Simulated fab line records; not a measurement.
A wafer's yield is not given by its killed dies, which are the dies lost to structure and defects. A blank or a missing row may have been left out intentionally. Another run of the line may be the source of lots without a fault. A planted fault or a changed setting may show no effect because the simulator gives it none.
Matching of chambers + flow n5_finfet + N5_ZERO_LAYER_PECVD_02 on pecvd-04 has 3 sister chambers
The step deposits SiO2 from SiH4/N2O, target thk 10 nm, time 6 s. 3 wafers are shown with their chamber, then 11 later ones without.

WAFERS PAIRED WITH THEIR CHAMBERS
| wafer  | chamber | showerhead_plenum_p_Torr (Torr) |
|--------|---------|---------------------------------|
| L085.5 | 1       | 8.00                            |
| L085.6 | 0       | 8.20                            |
| L087.3 | 2       | 8.10                            |

WAFERS WITH NO CHAMBER GIVEN
| wafer  | showerhead_plenum_p_Torr (Torr) |
|--------|---------------------------------|
| L087.4 | 8.11                            |
| L087.6 | 8.20                            |
| L089.4 | 7.99                            |
| L089.5 | 8.20                            |
| L089.6 | 8.11                            |
| L091.1 | 8.12                            |
| L091.4 | 8.20                            |
| L091.5 | 8.01                            |
| L092.1 | 8.01                            |
| L092.3 | 8.13                            |
| L092.6 | 8.12                            |

THE CHAMBER EACH PASSED THROUGH
| wafer  | from the rows above | in truth |
|--------|---------------------|----------|
| L087.4 | 2                   | 2        |
| L087.6 | 0                   | 0        |
| L089.4 | 1                   | 1        |
| L089.5 | 0                   | 0        |
| L089.6 | 2                   | 2        |
| L091.1 | 2                   | 2        |
| L091.4 | 0                   | 0        |
| L091.5 | 1                   | 1        |
| L092.1 | 1                   | 1        |
| L092.3 | 2                   | 2        |
| L092.6 | 2                   | 2        |
11 of 11 placed correctly. Left unplaced by these rows: 0. Number placed wrongly: 0.
How it was worked out, from the rows above alone: a wafer's distance from a chamber is the root of the sum, over the readings, of the square of ((its reading less the chamber's mean) divided by the reading's scatter). If the next closest chamber is less than 2 further off than the closest, the wafer can't be placed; otherwise it belongs to the closest. A chamber's mean is the mean of its shown wafers. The scatter: root of mean squared gap, hidden wafer to nearest shown wafer, with one shown wafer a chamber.
